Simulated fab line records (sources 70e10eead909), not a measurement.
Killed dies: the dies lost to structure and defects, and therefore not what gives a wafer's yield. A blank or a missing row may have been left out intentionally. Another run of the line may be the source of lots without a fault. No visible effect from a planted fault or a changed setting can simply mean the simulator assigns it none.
fab line records + flow nand_harc
record:
- lots: 13
- wafers: 39
- last_day: 25
route steps=1159 shown A_CONTACT@953 A_M1@1051 A_BONDPAD@1059 END@1159
lots that met no fault: taken from a fault-free run of the same line
start_h: hours from the record's first day to the start of the lot's first wafer shown + wait_h: hours elapsed since this lot's preceding step + " unchanged from the row above + L1.1+2: one row covering several wafers at once + - no value, or no start given + * or withheld: withheld + < > ~ a bound
route shown NAME@n: names a module that has steps shown in the file, with the first one's number in the route + usual: mean/standard deviation of fault-free wafers + same: alike in all rows + chamber/n: place in a boat + sites: readings site by site + _std_site: their standard deviation + _edge_site: the outer-site mean with the inner-site mean subtracted + radius_mm: how far each site lies from the wafer's centre + mask NAME#n: copy n + behind: tool/chamber where the wafer was last shaped + hold: why the lot went on hold/how many hours it stayed there/how the hold came to an end + device: the n, p or np transistor that did not switch + end of line: tests of these same wafers at the route's end + where a step has no rows: the recipe by itself + killed: dies that structure and defects cost at the first sort, which is not the same as the wafer's yield + map: shows each die of a wafer: x if killed, . if not, _ if none is there
set.NAME: the run value of the setting; set.NAME@STEP: its run value at that earlier step + model.NAME: the simulator's own value behind a step, which no gauge read
route steps across a sampled set of lots; one table per step, one row per wafer
services: when a tool's chamber went out of use (start_h, in hours from the record's first day, below 0 if earlier), for how many hours, and the reason
== steps ==
step: NHARC_A_CONTACT_STRIP_108
recipe:
- cf4_flow_sccm: 100
- chf3_flow_sccm: 30
- ar_flow_sccm: 0
- bias_w: 0
- chemistry: CF4/CHF3
| lot.wafer  | tool        | chamber | start_h | wait_h |
|------------|-------------|---------|---------|--------|
| L822.2+1+6 | rie_diel-13 | 0,1,3   | 393.71  | 0.1    |
| L824.3+1+6 | rie_diel-03 | 0,1,0   | 406.95  | 0.1    |
| L825.4+2+6 | rie_diel-06 | 0,2,0   | 410.32  | 0.1    |
| L829.2+4+5 | rie_diel-06 | 2,2,3   | 417.42  | 0.3    |
| L826.4+2+1 | rie_diel-03 | 1,2,0   | 421.22  | 0.1    |
| L827.3+1+6 | rie_diel-03 | 1,0,1   | 424.36  | 0.1    |
| L830.4+1+3 | rie_diel-06 | 3,0,2   | 446.91  | 0.1    |
| L832.1+2+6 | rie_diel-13 | 2,0,2   | 447.96  | 0.1    |
| L828.1+5+6 | rie_diel-06 | 1,3,0   | 454.87  | 0.1    |
| L839.3+1+5 | rie_diel-06 | 3,1,3   | 490.58  | 0.1    |
| L835.2+4+3 | rie_diel-13 | 2,3,1   | 491.80  | 0.1    |
| L840.2+4+5 | rie_diel-06 | 3,0,2   | 510.97  | 0.1    |
| L843.1+4+6 | rie_diel-03 | 3,0,0   | 534.44  | 0.1    |
step: NHARC_A_M1_ANNEAL_31
recipe:
- temp_c: 225
- time_s: 90
usual:
- wafer_temp_C_max: 225.82/0.26
| lot.wafer | tool          | chamber | start_h | wait_h | wafer_temp_C_max |
|-----------|---------------|---------|---------|--------|------------------|
| L822.1    | rtp_anneal-02 | 0       | 416.97  | 0.3    | 225.98           |
| L822.2    | "             | 0       | "       | "      | 225.81           |
| L822.6    | "             | 0       | "       | "      | 225.68           |
| L824.1    | rtp_anneal-02 | 0       | 421.67  | 0.4    | 225.67           |
| L824.3    | "             | 0       | "       | "      | 225.65           |
| L824.6    | "             | 0       | "       | "      | 225.86           |
| L825.2    | rtp_anneal-01 | 0       | 425.09  | -      | 225.90           |
| L825.4    | "             | 0       | "       | "      | 226.01           |
| L825.6    | "             | 0       | "       | "      | 226.12           |
| L829.2    | rtp_anneal-02 | 0       | 433.31  | -      | 225.28           |
| L829.4    | "             | 0       | "       | "      | 225.44           |
| L829.5    | "             | 0       | "       | "      | 225.19           |
| L826.1    | rtp_anneal-01 | 0       | 436.79  | -      | 226.62           |
| L826.2    | "             | 0       | "       | "      | 225.99           |
| L826.4    | "             | 0       | "       | "      | 226.01           |
| L827.1    | rtp_anneal-01 | 0       | 437.59  | 0.3    | 226.04           |
| L827.3    | "             | 0       | "       | "      | 225.84           |
| L827.6    | "             | 0       | "       | "      | 225.91           |
| L830.1    | rtp_anneal-01 | 0       | 462.50  | -      | 226.08           |
| L830.3    | "             | 0       | "       | "      | 226.18           |
| L830.4    | "             | 0       | "       | "      | 226.03           |
| L832.1    | rtp_anneal-01 | 0       | 463.26  | 0.4    | 225.85           |
| L832.2    | "             | 0       | "       | "      | 226.05           |
| L832.6    | "             | 0       | "       | "      | 226.07           |
| L828.1    | rtp_anneal-01 | 0       | 467.55  | 0.3    | 225.92           |
| L828.5    | "             | 0       | "       | "      | 225.77           |
| L828.6    | "             | 0       | "       | "      | 225.68           |
| L839.1    | rtp_anneal-02 | 0       | 509.68  | 0.4    | 225.36           |
| L839.3    | "             | 0       | "       | "      | 225.77           |
| L839.5    | "             | 0       | "       | "      | 225.42           |
| L835.2    | rtp_anneal-01 | 0       | 510.58  | 0.5    | 226.19           |
| L835.3    | "             | 0       | "       | "      | 225.92           |
| L835.4    | "             | 0       | "       | "      | 225.52           |
| L840.2    | rtp_anneal-02 | 0       | 525.43  | 0.3    | 225.69           |
| L840.4    | "             | 0       | "       | "      | 225.57           |
| L840.5    | "             | 0       | "       | "      | 225.77           |
| L843.1    | rtp_anneal-01 | 0       | 548.78  | -      | 225.96           |
| L843.4    | "             | 0       | "       | "      | 225.79           |
| L843.6    | "             | 0       | "       | "      | 225.74           |
step: NHARC_A_BONDPAD_DEP_00
recipe:
- target_thk_a: 2500
- temp_c: 370
- target_thk_nm: 250
- pressure_torr: 3
- flow_sccm: 200
- rf_w: 450
- material: SiCN
usual:
- heater_power_w: 569/85
| lot.wafer | tool     | chamber | start_h | wait_h | heater_power_w |
|-----------|----------|---------|---------|--------|----------------|
| L822.1    | pecvd-02 | 0       | 418.49  | -      | 532            |
| L822.2    | "        | 2       | "       | "      | 570            |
| L822.6    | "        | 1       | "       | "      | 660            |
| L824.1    | pecvd-04 | 1       | 423.24  | -      | 601            |
| L824.3    | "        | 2       | "       | "      | 510            |
| L824.6    | "        | 0       | "       | "      | 426            |
| L825.2    | pecvd-04 | 2       | 426.67  | -      | 517            |
| L825.6    | "        | 1       | "       | "      | 562            |
| L825.4    | "        | 2       | "       | "      | 512            |
| L829.2    | pecvd-01 | 0       | 434.77  | -      | 666            |
| L829.4    | "        | 0       | "       | "      | 683            |
| L829.5    | "        | 1       | "       | "      | 631            |
| L826.2    | pecvd-04 | 1       | -       | -      | 495            |
| L826.1    | "        | 2       | "       | "      | 498            |
| L826.4    | "        | 0       | "       | "      | 407            |
| L827.1    | pecvd-02 | 0       | -       | -      | 550            |
| L827.3    | "        | 1       | "       | "      | 610            |
| L827.6    | "        | 0       | "       | "      | 561            |
| L830.1    | pecvd-01 | 0       | 464.07  | -      | 695            |
| L830.3    | "        | 2       | "       | "      | 496            |
| L830.4    | "        | 2       | "       | "      | 497            |
| L832.2    | pecvd-01 | 0       | 464.80  | -      | 598            |
| L832.1    | "        | 2       | "       | "      | 522            |
| L832.6    | "        | 1       | "       | "      | 719            |
| L828.1    | pecvd-02 | 0       | 469.17  | -      | 507            |
| L828.6    | "        | 2       | "       | "      | 524            |
| L828.5    | "        | 0       | "       | "      | 522            |
| L839.1    | pecvd-01 | 0       | 511.40  | -      | 575            |
| L839.3    | "        | 1       | "       | "      | 694            |
| L839.5    | "        | 0       | "       | "      | 592            |
| L835.2    | pecvd-01 | 0       | 512.12  | -      | 683            |
| L835.3    | "        | 1       | "       | "      | 643            |
| L835.4    | "        | 2       | "       | "      | 486            |
| L840.2    | pecvd-01 | 2       | 527.14  | -      | 538            |
| L840.5    | "        | 1       | "       | "      | 604            |
| L840.4    | "        | 2       | "       | "      | 551            |
| L843.1    | pecvd-01 | 2       | 550.29  | -      | 515            |
| L843.6    | "        | 2       | "       | "      | 521            |
| L843.4    | "        | 0       | "       | "      | 694            |
step: NHARC_A_BONDPAD_PVD_17
recipe:
- target_thk_a: 50
- bias_v: 168.6
- power_w: 15000
- chamber_pressure_pa: 0.12
- time_s: 8.06
- substrate_temp_c: 50
- material: TaN
usual:
- throttle_valve_pct: 30.2/0.88
| lot.wafer | tool           | chamber | start_h | wait_h | throttle_valve_pct |
|-----------|----------------|---------|---------|--------|--------------------|
| L822.2    | pvd_sputter-03 | -       | -       | -      | 31.2               |
| L822.1    | "              | -       | "       | "      | 29.2               |
| L822.6    | "              | -       | "       | "      | 30.6               |
| L824.1    | pvd_sputter-01 | -       | -       | -      | 30.6               |
| L824.3    | "              | -       | "       | "      | 30.4               |
| L824.6    | "              | -       | "       | "      | 30.5               |
| L825.2    | pvd_sputter-01 | -       | -       | -      | 30.4               |
| L825.4    | "              | -       | "       | "      | 29.4               |
| L825.6    | "              | -       | "       | "      | 30.3               |
| L829.4    | pvd_sputter-03 | -       | -       | -      | 31.4               |
| L829.2    | "              | -       | "       | "      | 30.7               |
| L829.5    | "              | -       | "       | "      | 31.9               |
| L826.2    | pvd_sputter-03 | -       | -       | -      | 30.1               |
| L826.1    | "              | -       | "       | "      | 29.3               |
| L826.4    | "              | -       | "       | "      | 30.6               |
| L827.3    | pvd_sputter-03 | -       | -       | -      | 29.3               |
| L827.1    | "              | -       | "       | "      | 30.3               |
| L827.6    | "              | -       | "       | "      | 31.7               |
| L830.4    | pvd_sputter-01 | -       | -       | -      | 30.0               |
| L830.1    | "              | -       | "       | "      | 30.5               |
| L830.3    | "              | -       | "       | "      | 29.4               |
| L832.2    | pvd_sputter-02 | -       | -       | -      | 29.9               |
| L832.1    | "              | -       | "       | "      | 28.2               |
| L832.6    | "              | -       | "       | "      | 30.2               |
| L828.1    | pvd_sputter-02 | -       | -       | -      | 30.8               |
| L828.6    | "              | -       | "       | "      | 28.4               |
| L828.5    | "              | -       | "       | "      | 30.0               |
| L839.1    | pvd_sputter-02 | -       | -       | -      | 30.7               |
| L839.3    | "              | -       | "       | "      | 28.0               |
| L839.5    | "              | -       | "       | "      | 31.1               |
| L835.2    | pvd_sputter-01 | -       | -       | -      | 29.3               |
| L835.4    | "              | -       | "       | "      | 30.4               |
| L835.3    | "              | -       | "       | "      | 30.6               |
| L840.4    | pvd_sputter-03 | -       | -       | -      | 29.7               |
| L840.2    | "              | -       | "       | "      | 31.3               |
| L840.5    | "              | -       | "       | "      | 31.5               |
| L843.4    | pvd_sputter-02 | -       | -       | -      | 31.4               |
| L843.1    | "              | -       | "       | "      | 30.2               |
| L843.6    | "              | -       | "       | "      | 31.1               |
step: NHARC_END_SORT_01
recipe:
- temp_c: 25
usual:
- killed_at_array: 24/8.7
- killed_at_other: 0.8/1.2
- killed_at_periphery: 3.6/2.3
- killed_dies: 28/8.9
- killed_open: 3.2/1.9
- killed_short: 2.0/1.6
same:
- gross_dies: 677
| lot.wafer | tool      | chamber | start_h | wait_h | killed_at_array | killed_at_other | killed_at_periphery | killed_dies | killed_open | killed_short |
|-----------|-----------|---------|---------|--------|-----------------|-----------------|---------------------|-------------|-------------|--------------|
| L840.2    | prober-01 | 0       | 570.34  | 2.8    | 7               | 0               | 3                   | 10          | 3           | 0            |
| L840.4    | prober-01 | 0       | 571.94  | 3.4    | 11              | 1               | 6                   | 18          | 1           | 3            |
| L840.5    | prober-01 | 0       | 572.74  | 3.7    | 93              | 1               | 5                   | 99          | 2           | 2            |
killed by level:class
L840.2 A_CHANNEL_HOLE_D1:chamber_film_flake=4 P_M1:geometric_particle:open=1 A_ONON_D1:geometric_particle:open=1 A_M0:geometric_particle:open=1 P_GATE:chamber_film_flake=1 P_BONDPAD:chamber_film_flake=1 A_CHANNEL_FILL_D1:chamber_film_flake=1
L840.4 A_CHANNEL_HOLE_D1:chamber_film_flake=7 P_M0:geometric_particle:short=2 P_STI:chamber_film_flake=2 P_GATE:chamber_film_flake=2 A_CHANNEL_FILL_D1:geometric_particle:short=1 A_CONTACT:geometric_particle:open=1 A_SLIT:chamber_film_flake=1 A_BLC:chamber_film_flake=1
L840.5 A_CONTACT:unspecified=81 P_STI:chamber_film_flake=4 A_CHANNEL_HOLE_D1:chamber_film_flake=2 A_CHANNEL_FILL_D1:chamber_film_flake=2 A_STAIRCASE:chamber_film_flake=2 A_CHANNEL_FILL_D1:geometric_particle:open=1 A_SGD_CUT:geometric_particle:short=1 A_CONTACT:geometric_particle:open=1
== services ==
| tool           | chamber | start_h | hours | kind       |
|----------------|---------|---------|-------|------------|
| rie_diel-03    | 1       | 373.11  | 22.4  | repair     |
| pecvd-04       | -       | 376.47  | 13.0  | pm         |
| pvd_sputter-03 | -       | 389.57  | 1.7   | repair     |
| rie_diel-03    | -       | 392.36  | 9.0   | pm         |
| pvd_sputter-02 | -       | 395.21  | 10.0  | pm         |
| pecvd-01       | 0       | 415.73  | 4.8   | repair     |
| rie_diel-06    | -       | 418.20  | 9.0   | pm         |
| pecvd-01       | -       | 418.39  | 13.0  | pm         |
| pecvd-01       | 1       | 418.39  | 13.0  | vent_cycle |
| pecvd-01       | 2       | 418.39  | 13.0  | vent_cycle |
| pecvd-01       | 0       | 431.39  | -     | clean      |
| pecvd-01       | 1       | 431.39  | -     | clean      |
| pecvd-01       | 2       | 453.02  | 6.8   | repair     |
| rie_diel-13    | -       | 453.37  | 9.0   | pm         |
| pvd_sputter-03 | -       | 458.00  | 10.0  | pm         |
| pvd_sputter-02 | -       | 465.80  | 1.1   | repair     |
| rie_diel-13    | -       | 470.70  | 1.6   | repair     |
| rie_diel-06    | 2       | 492.00  | 16.2  | repair     |
| pvd_sputter-03 | -       | 494.74  | 2.8   | repair     |
| pecvd-02       | -       | 515.30  | 13.0  | pm         |
| pvd_sputter-03 | -       | 517.47  | 1.9   | repair     |
| pecvd-01       | 0       | 520.71  | 5.4   | repair     |
| pvd_sputter-01 | -       | 537.83  | 10.0  | pm         |
| pvd_sputter-01 | -       | 550.11  | 3.2   | repair     |
== key ==
first_sign:
- step: NHARC_END_SORT_01
- reading: killed_dies
- direction: up
- sigmas: 8
- usual: 28
- struck: 99
effect:
- step: NHARC_END_SORT_01
- reading: killed_at_array
- direction: up
- sigmas: 7.9
- usual: 24
- struck: 93
more_kills_born_at:
- NHARC_A_CONTACT_STRIP_108@rie_diel-06: 81
met_at NHARC_A_CONTACT_STRIP_108
struck_lots L840
struck_wafers L840.5
tester_left_out L840
not_acting_at NHARC_A_M1_ANNEAL_31,NHARC_A_BONDPAD_DEP_00,NHARC_A_BONDPAD_PVD_17
onset_between 446.91 510.97
fault:
- kind: chamber_particle_source
- tool: rie_diel-06
- chamber: 2
- onset_h: 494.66
- steps: NHARC_A_CONTACT_STRIP_108
- rate_per_visit_cm2: 1.9744
- end_h: 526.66
tester_left_out: of these lots the tester's yield and bins aren't shown, on N5 and GAA mostly nor the transistor test; their killed dies are dies lost to structure and defects alone, not to doping, threshold or leakage, so they don't give the yield
